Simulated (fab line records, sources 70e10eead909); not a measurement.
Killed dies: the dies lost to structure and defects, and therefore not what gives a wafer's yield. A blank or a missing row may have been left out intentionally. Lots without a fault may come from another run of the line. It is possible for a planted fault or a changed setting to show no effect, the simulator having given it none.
Which tool did it? :: flow nand harc :: 12 lots, 36 wafers sampled, at 4 steps of a route of 1302

== WHAT THE GAUGES SHOWED, per wafer ==
NHARC_P_STI_OCD_MEAS_17.
lot: L537
measured: day 2 22:46
on: ocd-01
trench depth nm (nm): 298 301 301
trench foot cd nm (nm): 160.0 160.2 156.9

lot: L539
measured: day 3 17:29
on: ocd-02
trench depth nm (nm): 309 307 305
trench foot cd nm (nm): 159.1 156.9 162.2

lot: L540
measured: day 4 02:49
on: ocd-01
trench depth nm (nm): 300 306 304
trench foot cd nm (nm): 160.8 158.1 158.2

lot: L541
measured: day 4 11:35
on: ocd-02
trench depth nm (nm): 301 300 297
trench foot cd nm (nm): 160.2 159.4 157.2

lot: L543
measured: day 5 08:10
on: ocd-01
trench depth nm (nm): 301 302 300
trench foot cd nm (nm): 163.0 159.6 159.5

lot: L545
measured: day 6 03:51
on: ocd-01
trench depth nm (nm): 304 303 301
trench foot cd nm (nm): 160.6 156.8 159.6

lot: L547
measured: day 7 03:13
on: ocd-02
trench depth nm (nm): 306 301 301
trench foot cd nm (nm): 157.8 161.5 161.0

lot: L552
measured: day 9 03:25
on: ocd-02
trench depth nm (nm): 302 298 300
trench foot cd nm (nm): 156.4 156.2 160.8

lot: L557
measured: day 11 04:14
on: ocd-01
trench depth nm (nm): 299 299 302
trench foot cd nm (nm): 163.0 160.3 158.1

lot: L558
measured: day 11 17:49
on: ocd-01
trench depth nm (nm): 304 304 300
trench foot cd nm (nm): 156.7 159.5 159.0

lot: L559
measured: day 12 00:36
on: ocd-01
trench depth nm (nm): 303 305 304
trench foot cd nm (nm): 159.8 159.9 160.3

lot: L560
measured: day 12 09:10
on: ocd-02
trench depth nm (nm): 298 306 306
trench foot cd nm (nm): 159.2 156.2 158.4

NHARC_P_GATE_CD_MEAS_59: the cd target is 720 nm.
lot: L537
measured: day 5 14:47
on: cd sem-03
cd nm (nm): 714.4 718.2 715.2

lot: L539
measured: day 6 10:59
on: cd sem-02
cd nm (nm): 720.5 720.7 722.1

lot: L540
measured: day 6 15:46
on: cd sem-01
cd nm (nm): 714.8 711.4 717.2

lot: L541
measured: day 7 03:13
on: cd sem-03
cd nm (nm): 720.8 721.3 720.3

lot: L543
measured: day 8 06:02
on: cd sem-02
cd nm (nm): 718.0 715.2 718.4

lot: L545
measured: day 8 21:39
on: cd sem-01
cd nm (nm): 716.8 715.2 717.9

lot: L547
measured: day 9 20:18
on: cd sem-03
cd nm (nm): 722.8 727.4 724.2

lot: L552
measured: day 11 23:46
on: cd sem-02
cd nm (nm): 720.3 718.6 719.8

lot: L557
measured: day 13 19:49
on: cd sem-01
cd nm (nm): 723.9 721.2 722.5

lot: L558
measured: day 14 12:28
on: cd sem-02
cd nm (nm): 721.0 721.5 720.4

lot: L559
measured: day 14 16:36
on: cd sem-02
cd nm (nm): 719.2 717.4 719.7

lot: L560
measured: day 15 00:08
on: cd sem-02
cd nm (nm): 721.3 720.7 722.3

== EACH LOT AND THE TOOL THAT RAN IT (in order: tool; ch and the chambers of the sampled wafers; start) ==
lot: L537
NHARC_P_GATE_STRIP_101: rie diel-09 ch 1,2,3, day 5 12:13
NHARC_P_GATE_EXPOSE_56: krf scanner-01 ch 0, day 5 14:37

lot: L539
NHARC_P_GATE_STRIP_101: rie diel-09 ch 1,2,3, day 6 08:18
NHARC_P_GATE_EXPOSE_56: krf scanner-01 ch 0, day 6 10:49

lot: L540
NHARC_P_GATE_STRIP_101: rie diel-09 ch 0,1,3, day 6 13:10
NHARC_P_GATE_EXPOSE_56: krf scanner-01 ch 0, day 6 15:37

lot: L541
NHARC_P_GATE_STRIP_101: rie diel-13 ch 0,1,2, day 7 00:46
NHARC_P_GATE_EXPOSE_56: krf scanner-01 ch 0, day 7 03:03

lot: L543
NHARC_P_GATE_STRIP_101: rie diel-02 ch 0,1,2, day 8 03:31
NHARC_P_GATE_EXPOSE_56: krf scanner-03 ch 0, day 8 05:53

lot: L545
NHARC_P_GATE_STRIP_101: rie diel-09 ch 0,1,2, day 8 18:58
NHARC_P_GATE_EXPOSE_56: krf scanner-04 ch 0, day 8 21:30

lot: L547
NHARC_P_GATE_STRIP_101: rie diel-02 ch 0,1,2, day 9 17:37
NHARC_P_GATE_EXPOSE_56: krf scanner-01 ch 0, day 9 20:08

lot: L552
NHARC_P_GATE_STRIP_101: rie diel-02 ch 1,3, day 11 21:13
NHARC_P_GATE_EXPOSE_56: krf scanner-01 ch 0, day 11 23:37

lot: L557
NHARC_P_GATE_STRIP_101: rie diel-02 ch 0,1,3, day 13 17:09
NHARC_P_GATE_EXPOSE_56: krf scanner-01 ch 0, day 13 19:40

lot: L558
NHARC_P_GATE_STRIP_101: rie diel-13 ch 0,2,3, day 14 09:56
NHARC_P_GATE_EXPOSE_56: krf scanner-01 ch 0, day 14 12:19

lot: L559
NHARC_P_GATE_STRIP_101: rie diel-13 ch 0,2,3, day 14 13:55
NHARC_P_GATE_EXPOSE_56: krf scanner-04 ch 0, day 14 16:26

lot: L560
NHARC_P_GATE_STRIP_101: rie diel-13 ch 1,3, day 14 21:43
NHARC_P_GATE_EXPOSE_56: krf scanner-04 ch 0, day 14 23:59
- NHARC_P_GATE_STRIP_101: strips in O2, time 20 s.
- NHARC_P_GATE_EXPOSE_56: exposes mask P PSD, target cd 720 nm.

== AS READ BY THE TOOLS THEMSELVES (means over the sampled wafers that have a number; for cases with no such wafer, the mark the record gives instead) ==
NHARC_P_GATE_STRIP_101.
lot: L537
tool: rie diel-09
drypump motor current A (A): 6.2
oes product au (a.u.): 0.989
rf vpp V (V): 57.8
showerhead plenum p Torr (Torr): 3.55
throttle valve pct (%): 17.044

lot: L539
tool: rie diel-09
drypump motor current A (A): 6.2
oes product au (a.u.): 0.998
rf vpp V (V): 57.6
showerhead plenum p Torr (Torr): 3.55
throttle valve pct (%): 17.039

lot: L540
tool: rie diel-09
drypump motor current A (A): 6.3
oes product au (a.u.): 1.001
rf vpp V (V): 57.4
showerhead plenum p Torr (Torr): 3.48
throttle valve pct (%): 17.027

lot: L541
tool: rie diel-13
drypump motor current A (A): 5.7
oes product au (a.u.): 1.005
rf vpp V (V): 58.3
showerhead plenum p Torr (Torr): 3.59
throttle valve pct (%): 17.034

lot: L543
tool: rie diel-02
drypump motor current A (A): 5.9
oes product au (a.u.): 0.990
rf vpp V (V): 58.2
showerhead plenum p Torr (Torr): 3.53
throttle valve pct (%): 17.028

lot: L545
tool: rie diel-09
drypump motor current A (A): 6.2
oes product au (a.u.): 0.995
rf vpp V (V): 57.3
showerhead plenum p Torr (Torr): 3.54
throttle valve pct (%): 17.039

lot: L547
tool: rie diel-02
drypump motor current A (A): 5.9
oes product au (a.u.): 0.994
rf vpp V (V): 57.5
showerhead plenum p Torr (Torr): 3.53
throttle valve pct (%): 17.037

lot: L552
tool: rie diel-02
drypump motor current A (A): 5.3
oes product au (a.u.): 0.989
rf vpp V (V): 57.8
showerhead plenum p Torr (Torr): 3.39
throttle valve pct (%): 17.026

lot: L557
tool: rie diel-02
drypump motor current A (A): 5.7
oes product au (a.u.): 0.984
rf vpp V (V): 56.9
showerhead plenum p Torr (Torr): 3.40
throttle valve pct (%): 17.040

lot: L558
tool: rie diel-13
drypump motor current A (A): 5.6
oes product au (a.u.): 1.000
rf vpp V (V): 58.0
showerhead plenum p Torr (Torr): 3.58
throttle valve pct (%): 17.032

lot: L559
tool: rie diel-13
drypump motor current A (A): 5.6
oes product au (a.u.): 0.998
rf vpp V (V): 58.1
showerhead plenum p Torr (Torr): 3.58
throttle valve pct (%): 17.038

lot: L560
tool: rie diel-13
drypump motor current A (A): 5.2
oes product au (a.u.): 0.997
rf vpp V (V): 58.0
showerhead plenum p Torr (Torr): 3.64
throttle valve pct (%): 17.034

NHARC_P_GATE_EXPOSE_56.
lot: L537
tool: krf scanner-01
exposure dose mJ cm2: 14.827

lot: L539
tool: krf scanner-01
exposure dose mJ cm2: 14.803

lot: L540
tool: krf scanner-01
exposure dose mJ cm2: 14.790

lot: L541
tool: krf scanner-01
exposure dose mJ cm2: 14.822

lot: L543
tool: krf scanner-03
exposure dose mJ cm2: 14.805

lot: L545
tool: krf scanner-04
exposure dose mJ cm2: 14.800

lot: L547
tool: krf scanner-01
exposure dose mJ cm2: 14.805

lot: L552
tool: krf scanner-01
exposure dose mJ cm2: 14.809

lot: L557
tool: krf scanner-01
exposure dose mJ cm2: 14.828

lot: L558
tool: krf scanner-01
exposure dose mJ cm2: 14.805

lot: L559
tool: krf scanner-04
exposure dose mJ cm2: 14.795

lot: L560
tool: krf scanner-04
exposure dose mJ cm2: 14.815

== THE ANSWER, worked out from the rows above alone ==
Rule: the lots themselves supply what counts as usual. Put in order of their means at a reading, lots are off if they are a third of the lots or fewer, leave a main group of 4 or more, and stand apart from it by a gap of 3 or more times the standard deviation of the main group's means; of several such gaps the widest counts. The tables above print the reading to a certain number of digits; a main group whose means all agree to those digits is not used. A lot without any number at a reading at which 4 lots or more have one is off too. Any other lot the step has rows for is counted as sound. The gauges are gone through in route order, then the tools' own readings, and for those a lot's mean is taken as printed above. At the first step where some lot is off, the reading lying furthest off is the one used; lots without a number count as furthest.
Nothing can be told from this: no lot is off at any reading shown.

== WHAT THE SIMULATOR HAD PUT IN ==
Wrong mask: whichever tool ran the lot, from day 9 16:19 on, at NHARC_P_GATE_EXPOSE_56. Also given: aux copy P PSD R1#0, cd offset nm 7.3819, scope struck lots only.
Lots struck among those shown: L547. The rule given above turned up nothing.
